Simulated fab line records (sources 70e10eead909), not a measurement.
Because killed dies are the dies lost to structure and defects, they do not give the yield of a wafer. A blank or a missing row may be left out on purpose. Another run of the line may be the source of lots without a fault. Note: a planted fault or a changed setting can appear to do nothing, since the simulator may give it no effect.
Which tool did it? -- flow nandHarc -- Sampling: 11 lots, 33 wafers, 7 of 1302 route steps

== WHAT THE GAUGES SHOWED, per wafer ==
NHARC_P_CONTACT_CD_MEAS_12: target cd 90 nm.
lot,measured,on,cdNm (nm)
L553,day 6 08:28,cdSem-02,90.3 89.9 89.8
L555,day 6 23:17,cdSem-01,90.6 89.9 90.6
L558,day 8 11:43,cdSem-01,90.3 89.2 89.7
L559,day 8 18:11,cdSem-01,91.2 90.0 90.5
L561,day 9 11:27,cdSem-03,91.9 92.7 92.2
L566,day 11 23:08,cdSem-02,90.3 90.0 90.2
L568,day 12 23:40,cdSem-01,89.4 89.1 90.1
L569,day 13 01:38,cdSem-02,90.4 89.9 89.9
L571,day 14 02:51,cdSem-01,89.8 89.6 89.8
L573,day 14 22:16,cdSem-01,91.3 90.2 90.7
L575,day 15 09:52,cdSem-01,89.2 89.0 90.1

NHARC_P_CONTACT_CD_MEAS_19.
lot,measured,on,cdNm (nm)
L553,day 6 09:58,cdSem-02,89.6 88.6 88.4
L555,day 7 00:20,cdSem-01,90.5 89.8 89.8
L558,day 8 12:46,cdSem-01,90.8 88.5 90.7
L559,day 8 19:14,cdSem-02,91.1 88.8 89.9
L561,day 9 12:40,cdSem-02,92.2 93.8 93.0
L566,day 12 00:11,cdSem-02,91.9 91.3 91.0
L568,day 13 00:43,cdSem-03,89.9 90.1 89.7
L569,day 13 02:42,cdSem-03,88.4 89.2 89.1
L571,day 14 03:55,cdSem-01,90.5 91.5 92.2
L573,day 14 23:19,cdSem-01,91.1 88.8 89.8
L575,day 15 10:55,cdSem-02,88.8 88.8 88.5

NHARC_END_SORT_01.
lot,measured,on,killedAtArray,killedAtOther,killedAtPeriphery,killedDies,killedOpen,killedShort
L559,day 26 20:01,prober-01,32 39 30,1 1 0,2 8 7,35 48 37,5 3 4,3 5 4
L566,day 29 17:14,prober-01,41 50 42,0 1 0,3 1 1,44 52 43,4 3 2,1 3 3

== WHICH TOOL RAN EACH LOT (tool, then ch and the chambers of the sampled wafers, then the start) ==
lot,NHARC_P_GATE_RTA_82,NHARC_P_CONTACT_DEP_30,NHARC_P_CONTACT_EXPOSE_09,NHARC_P_CONTACT_ETCH_18
L553,"rtpAnneal-01 ch 0, day 6 06:43","pecvd-02 ch 0,1,2, day 6 06:55","arfiScanner-03 ch 0, day 6 08:20","rieDiel-10 ch 0,2, day 6 09:58 or earlier"
L555,"rtpAnneal-02 ch 0, day 6 21:29","pecvd-02 ch 0,1,2, day 6 21:47","arfiScanner-01 ch 0, day 6 23:08","rieDiel-11 ch 0,1,2, day 7 00:20 or earlier"
L558,"rtpAnneal-02 ch 0, day 8 10:02","pecvd-02 ch 0,1,2, day 8 10:18","arfiScanner-01 ch 0, day 8 11:35","rieDiel-11 ch 0,1,2, day 8 12:46 or earlier"
L559,"rtpAnneal-02 ch 0, day 8 16:22","pecvd-04 ch 0,1,2, day 8 16:38","arfiScanner-03 ch 0, day 8 18:02","rieDiel-11 ch 0,3, day 8 19:14 or earlier"
L561,"rtpAnneal-01 ch 0, day 9 09:47","pecvd-01 ch 1,2, day 9 10:04","arfiScanner-03 ch 0, day 9 11:19","rieDiel-10 ch 0,3, day 9 12:40 or earlier"
L566,"rtpAnneal-02 ch 0, day 11 21:19","pecvd-02 ch 0,2, day 11 21:35","arfiScanner-03 ch 0, day 11 22:59","rieDiel-06 ch 0,1,2, day 12 00:11 or earlier"
L568,"rtpAnneal-01 ch 0, day 12 21:51","pecvd-04 ch 0,1,2, day 12 22:11","arfiScanner-03 ch 0, day 12 23:31","rieDiel-10 ch 1,2, day 13 00:43 or earlier"
L569,"rtpAnneal-02 ch 0, day 12 23:52","pecvd-02 ch 0,1, day 13 00:08","arfiScanner-01 ch 0, day 13 01:31","rieDiel-06 ch 0,1,3, day 13 02:42 or earlier"
L571,"rtpAnneal-01 ch 0, day 14 01:01","pecvd-04 ch 0,1,2, day 14 01:17","arfiScanner-03 ch 0, day 14 02:43","rieDiel-11 ch 0,1,2, day 14 03:55 or earlier"
L573,"rtpAnneal-01 ch 0, day 14 20:37","pecvd-04 ch 0,1,2, day 14 20:53","arfiScanner-02 ch 0, day 14 22:07","rieDiel-11 ch 1,3, day 14 23:19 or earlier"
L575,"rtpAnneal-02 ch 0, day 15 08:04","pecvd-02 ch 0,2, day 15 08:22","arfiScanner-03 ch 0, day 15 09:43","rieDiel-11 ch 0,1,2, day 15 10:55 or earlier"
- NHARC_P_GATE_RTA_82: time 30 s.
- NHARC_P_CONTACT_DEP_30: deposits SiNx, target thk 30 nm.
- NHARC_P_CONTACT_EXPOSE_09: exposes mask P CA, target cd 90 nm.
- NHARC_P_CONTACT_ETCH_18: etches the open film in C4F8/O2/Ar, target depth 481 nm, time 240.5 s.

== WHAT THE TOOLS THEMSELVES READ (means of the sampled wafers that have a number; where no wafer has one, the mark that the record gives instead) ==
NHARC_P_GATE_RTA_82.
lot,tool,annealTempCMax,lampPowerPct (%),lamp_zone_7_pct (%),wafer_temp_C_max
L553,rtpAnneal-01,453.0,3.98,4.19,453.4
L555,rtpAnneal-02,453.9,3.87,4.08,451.4
L558,rtpAnneal-02,453.2,3.87,4.08,451.7
L559,rtpAnneal-02,453.1,3.87,4.07,451.7
L561,rtpAnneal-01,452.9,3.98,4.19,453.0
L566,rtpAnneal-02,453.9,3.87,4.08,452.1
L568,rtpAnneal-01,453.1,3.98,4.19,453.2
L569,rtpAnneal-02,452.8,3.87,4.08,451.7
L571,rtpAnneal-01,452.8,3.98,4.19,453.8
L573,rtpAnneal-01,452.6,3.98,4.19,453.1
L575,rtpAnneal-02,453.4,3.88,4.08,451.8

NHARC_P_CONTACT_DEP_30.
lot,tool,heaterPowerOuterW (W),heaterPowerW (W),susceptorTempC (C)
L553,pecvd-02,348,635,400.14
L555,pecvd-02,337,621,400.14
L558,pecvd-02,337,611,399.97
L559,pecvd-04,378,633,399.95
L561,pecvd-01,493,769,399.73
L566,pecvd-02,383,687,400.01
L568,pecvd-04,382,653,400.10
L569,pecvd-02,283,532,399.92
L571,pecvd-04,382,646,400.20
L573,pecvd-04,405,677,399.96
L575,pecvd-02,405,710,399.84

NHARC_P_CONTACT_EXPOSE_09.
lot,tool,stageVelMmS (mm/s)
L553,arfiScanner-03,499.87
L555,arfiScanner-01,499.93
L558,arfiScanner-01,500.20
L559,arfiScanner-03,500.07
L561,arfiScanner-03,500.13
L566,arfiScanner-03,500.00
L568,arfiScanner-03,499.81
L569,arfiScanner-01,499.91
L571,arfiScanner-03,500.09
L573,arfiScanner-02,499.82
L575,arfiScanner-03,500.13

NHARC_P_CONTACT_ETCH_18.
lot,tool,oesProductAu (a.u.),rfVppV (V)
L553,rieDiel-10,0.926,976
L555,rieDiel-11,0.971,977
L558,rieDiel-11,0.964,976
L559,rieDiel-11,0.934,983
L561,rieDiel-10,0.965,984
L566,rieDiel-06,0.961,975
L568,rieDiel-10,0.960,979
L569,rieDiel-06,0.948,973
L571,rieDiel-11,0.928,977
L573,rieDiel-11,0.976,980
L575,rieDiel-11,0.954,977

== THE ANSWER, worked out from the rows above alone ==
Rule: the lots themselves supply what counts as usual. Put in order of their means at a reading, lots are off if they are a third of the lots or fewer, leave a main group of 4 or more, and stand apart from it by a gap of 3 or more times the standard deviation of the main group's means; of several such gaps the widest counts. A main group whose means are all the same, to the digits that the tables above print for the reading, isn't used. A lot without any number at a reading at which 4 lots or more have one is off too. The other lots that the step has rows for count as sound. First the gauges in route order, then the tools' own readings, where a lot's mean is used as printed above. At the first step where some lot is off, the reading lying furthest off is the one used; lots without a number count as furthest.
Off: L561, at NHARC_P_CONTACT_CD_MEAS_12 (cdNm). The main group: mean 90.0 nm, standard deviation 0.41.
A tool fits if, at a process step before that reading, it ran every lot that is off, and no sound lot after the first of them. The gauges at NHARC_P_CONTACT_CD_MEAS_12 are tried like those tools. 2 tools fit, pecvd-01 at NHARC_P_CONTACT_DEP_30 and cdSem-03 at NHARC_P_CONTACT_CD_MEAS_12, so this cannot tell which one it is.

== WHAT HAD BEEN PUT IN BY THE SIMULATOR ==
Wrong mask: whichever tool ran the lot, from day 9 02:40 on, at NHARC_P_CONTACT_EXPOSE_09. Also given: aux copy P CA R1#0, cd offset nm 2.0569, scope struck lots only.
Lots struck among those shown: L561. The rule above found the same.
